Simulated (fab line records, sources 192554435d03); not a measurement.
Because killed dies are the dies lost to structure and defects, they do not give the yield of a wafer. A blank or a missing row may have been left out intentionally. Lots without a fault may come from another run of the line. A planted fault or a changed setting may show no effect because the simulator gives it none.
Split-lot experiment + flow n5 finfet + 21 wafers read from 7 lots, route of 1938 steps

== THE SPLIT ITSELF ==
At N5_MOL_CONTACT_COAG_COAT_76 (time 60 s, resist thk 10 nm), the setting spin rpm was moved away from the recipe's 1500 rpm on 8 of the 21 wafers read, by -9.9% to +10.3%. All remaining wafers had this setting at the recipe value.

== FROM THE SPLIT TO THE READING: what the file shows between them, 7 steps ==
- N5_MOL_CONTACT_COAG_COAT_77: time 60 s, resist thk 10 nm
- N5_MOL_CONTACT_COAG_COAT_78: resist thk 40 nm
- N5_MOL_CONTACT_COAG_DESCUM_88: chemistry O2, time 7 s
- N5_MOL_CONTACT_COAG_ETCH_89: etches underlayer in N2/H2, target depth 13 nm, time 10.4 s
- N5_MOL_CONTACT_COAG_ETCH_90: etches SiARC in CF4, target depth 13 nm, time 21.7 s
- N5_MOL_CONTACT_COAG_ALD_131: deposits SiO2, target thk 5 nm, pulse time 1 s, co reactant pulse time 1 s
- N5_MOL_CONTACT_COAG_ETCHBACK_132: etches SiO2 in CHF3, target depth 10 nm, time 6.7 s

== THE READING ==
SiARC_of_MOL_CONTACT_COAG_COAT_76.thk nm (the simulator's own value, which no gauge read), in nm, at N5_MOL_CONTACT_COAG_ETCH_91 (etches SOC in N2/H2, target depth 60 nm, overetch 21 nm, time 101.2 s). The file does not state a usual value for it. Average 5.9 nm, standard deviation 0.092 nm, over the 13 wafers here run with the recipe.

| wafer  | tool, chamber at the split | spin rpm as run, rpm | against the recipe | SiARC_of_MOL_CONTACT_COAG_COAT_76.thk nm, nm | against lot-mates on the recipe |
|--------|----------------------------|----------------------|--------------------|----------------------------------------------|---------------------------------|
| L076.1 | litho track-05, 0          | 1593                 | +6.2%              | 5.4                                          | -0.4                            |
| L076.3 | litho track-05, 0          | 1500                 | recipe             | 5.8                                          | -                               |
| L076.5 | litho track-05, 0          | 1500                 | recipe             | 5.8                                          | -                               |
| L077.1 | litho track-04, 0          | 1500                 | recipe             | 6                                            | -                               |
| L077.2 | litho track-04, 0          | 1500                 | recipe             | 5.8                                          | -                               |
| L077.4 | litho track-04, 0          | 1593                 | +6.2%              | 5.6                                          | -0.3                            |
| L081.2 | litho track-04, 0          | 1500                 | recipe             | 6                                            | -                               |
| L081.3 | litho track-04, 0          | 1654                 | +10.3%             | 5.4                                          | -0.6                            |
| L081.5 | litho track-04, 0          | 1654                 | +10.3%             | 5.4                                          | -0.6                            |
| L086.4 | litho track-01, 0          | 1500                 | recipe             | 5.8                                          | -                               |
| L086.6 | litho track-01, 0          | 1500                 | recipe             | 5.8                                          | -                               |
| L086.5 | litho track-01, 0          | 1500                 | recipe             | 6                                            | -                               |
| L092.1 | litho track-05, 0          | 1500                 | recipe             | 5.8                                          | -                               |
| L092.3 | litho track-05, 0          | 1500                 | recipe             | 5.8                                          | -                               |
| L092.6 | litho track-05, 0          | 1500                 | recipe             | 5.8                                          | -                               |
| L094.1 | litho track-01, 0          | 1352                 | -9.9%              | 6.4                                          | +0.4                            |
| L094.5 | litho track-01, 0          | 1352                 | -9.9%              | 6.4                                          | +0.4                            |
| L094.6 | litho track-01, 0          | 1500                 | recipe             | 6                                            | -                               |
| L096.1 | litho track-04, 0          | 1452                 | -3.2%              | 6.2                                          | +0.4                            |
| L096.6 | litho track-04, 0          | 1452                 | -3.2%              | 6.2                                          | +0.4                            |
| L096.5 | litho track-04, 0          | 1500                 | recipe             | 5.8                                          | -                               |

FIT RESULTS
A straight line over all 21 wafers: SiARC_of_MOL_CONTACT_COAG_COAT_76.thk nm changes by -0.0535 nm for each +1% of spin rpm; r = -0.94; the points scatter about the line by 0.1 nm.
The same after taking each lot's own level away (the mean of its wafers on the recipe; 21 wafers): -0.054 nm for each +1%; r = -0.94; scatter 0.1 nm.
On that fit, the largest move of spin rpm shifts the reading by 0.55 nm.
From 5.80 to 6.00 nm: that is the span of the lots' own levels, equal to 2.2 times the standard deviation above.
So the lot-to-lot level changes the slope little: the two slopes agree.
Check: for one of the wafers moved furthest among these (+10.3%), held out of the fit, the line's prediction against its lot-mates is -0.535 nm. Against them it came out at -0.6 nm.

== OTHER SPLITS ON THESE WAFERS ==
These wafers also went through other splits before the reading. Each is held against what the fit with the lots' levels taken away leaves over:
| other split on the same wafers | wafers away from the commonest value | r with SiARC_of_MOL_CONTACT_COAG_COAT_76.thk nm (lot level and that fit taken away) |
|--------------------------------|--------------------------------------|-------------------------------------------------------------------------------------|
| N5_SDB_COAT_04 spin rpm        | 8                                    | -0.29                                                                               |
| N5_HKMG_FIN_COAT_06 spin rpm   | 6                                    | -0.10                                                                               |
| N5_HKMG_FIN_PEB_10 peb time s  | 8                                    | -0.34                                                                               |
| N5_GATE_CUT_CUT_ETCH_53 icp w  | 8                                    | +0.17                                                                               |

== THE WHOLE CHAIN: every reading that the file lists as answering this split, in the file's order ==
| step                        | what it does                                                          | reading                                                                                   | change (the file's fit)                | r (the file's) |
|-----------------------------|-----------------------------------------------------------------------|-------------------------------------------------------------------------------------------|----------------------------------------|----------------|
| N5_MOL_CONTACT_COAG_COAT_76 | time 60 s, resist thk 10 nm                                           | SiARC_of_MOL_CONTACT_COAG_COAT_76.thk nm (the simulator's own value, which no gauge read) | -0.0454 nm for each +1% of the setting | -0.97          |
| N5_MOL_CONTACT_COAG_ETCH_90 | etches SiARC in CF4, target depth 13 nm, time 21.7 s                  | etch rf on time s                                                                         | withheld for each +1% of the setting   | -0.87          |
| N5_MOL_CONTACT_COAG_ETCH_90 | etches SiARC in CF4, target depth 13 nm, time 21.7 s                  | etch.depth nm (the simulator's own value, which no gauge read)                            | -0.0513 nm for each +1% of the setting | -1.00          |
| N5_MOL_CONTACT_COAG_ETCH_91 | etches SOC in N2/H2, target depth 60 nm, overetch 21 nm, time 101.2 s | SiARC_of_MOL_CONTACT_COAG_COAT_76.thk nm (the simulator's own value, which no gauge read) | -0.0543 nm for each +1% of the setting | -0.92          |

== FILE'S OWN FIT ==
SiARC_of_MOL_CONTACT_COAG_COAT_76.thk nm changes by -0.0543 nm for each +1% of spin rpm, r = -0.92.
